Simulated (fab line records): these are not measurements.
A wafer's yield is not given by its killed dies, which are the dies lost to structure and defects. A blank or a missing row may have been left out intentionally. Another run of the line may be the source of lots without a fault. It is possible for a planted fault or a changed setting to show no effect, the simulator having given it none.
Which tool was responsible? | flow nandHarc | Sampling: 7 lots, 21 wafers, 4 of 1302 route steps

== WHAT EACH GAUGE READ, for each wafer ==
NHARC_END_SORT_01.
lot  | measured     | on        | killedAtPeriphery
L348 | day 24 23:59 | prober-02 | 3 3 4
L350 | day 25 16:16 | prober-01 | 4 3 1
L352 | day 27 17:07 | prober-01 | 4 5 3
L354 | day 27 09:13 | prober-01 | 3 2 0
L357 | day 28 14:54 | prober-02 | 3 6 10
L361 | day 30 09:19 | prober-02 | 51 98 89
L369 | day 33 13:23 | prober-01 | 1 2 0

== WHICH TOOL RAN EACH LOT (tool, then ch and the chambers of the sampled wafers, then the start) ==
lot  | NHARC_P_CONTACT_DEP_30          | NHARC_THIN_TSV_STRIP_62             | NHARC_THIN_TSV_PVD_19
L348 | pecvd-03 ch 0,1,2, day 6 09:56  | plasmaAsher-02 ch 0,1, day 24 10:22 | pvdSputter-02, day 24 23:59 or earlier
L350 | pecvd-02 ch 1,2, day 7 10:23    | plasmaAsher-01 ch 0,1, day 25 04:09 | pvdSputter-02, day 25 16:16 or earlier
L352 | pecvd-02 ch 0,1,2, day 8 11:18  | plasmaAsher-01 ch 0, day 27 03:07   | pvdSputter-02, day 27 17:07 or earlier
L354 | pecvd-01 ch 0,1, day 9 04:59    | plasmaAsher-02 ch 0, day 26 20:50   | pvdSputter-02, day 27 09:13 or earlier
L357 | pecvd-01 ch 0,1,2, day 10 10:11 | plasmaAsher-02 ch 0,1, day 28 03:37 | pvdSputter-03, day 28 14:54 or earlier
L361 | pecvd-03 ch 0,2, day 12 06:20   | plasmaAsher-01 ch 0,1, day 29 20:35 | pvdSputter-03, day 30 09:19 or earlier
L369 | pecvd-01 ch 0,1,2, day 15 10:32 | plasmaAsher-01 ch 0,1, day 33 00:06 | pvdSputter-02, day 33 13:23 or earlier
- NHARC_P_CONTACT_DEP_30: deposits SiNx, target thk 30 nm.
- NHARC_THIN_TSV_STRIP_62: strips in N2/H2, time 20 s.
- NHARC_THIN_TSV_PVD_19: deposits TaN, target thk 20 nm.

== THE ANSWER, worked out from the rows above alone ==
Rule: the lots themselves supply what counts as usual. Put in order of their means at a reading, lots are off if they are a third of the lots or fewer, leave a main group of 4 or more, and stand apart from it by a gap of 3 or more times the standard deviation of the main group's means; of several such gaps the widest counts. A main group is skipped when, at the precision printed for the reading in the tables above, its means are all equal. Also off: a lot with no number at a reading for which 4 or more lots have one. Where the step has rows for the other lots, those lots are counted as sound.
Off, at NHARC_END_SORT_01 on killedAtPeriphery: L361. Mean 3.2 and standard deviation 1.7 in the main group.
A tool fits if, at a process step before that reading, it ran every lot that is off, and no sound lot after the first of them. Those tools and the gauges at NHARC_END_SORT_01 are tried in the same way. Because NHARC_THIN_TSV_PVD_19 lacks a start for some lots, the hours and order of its lots are taken from NHARC_END_SORT_01. Can't be told from this: 3 tools fit, pecvd-03 at NHARC_P_CONTACT_DEP_30, pvdSputter-03 at NHARC_THIN_TSV_PVD_19, prober-02 at NHARC_END_SORT_01.

== WHAT THE SIMULATOR PUT IN ==
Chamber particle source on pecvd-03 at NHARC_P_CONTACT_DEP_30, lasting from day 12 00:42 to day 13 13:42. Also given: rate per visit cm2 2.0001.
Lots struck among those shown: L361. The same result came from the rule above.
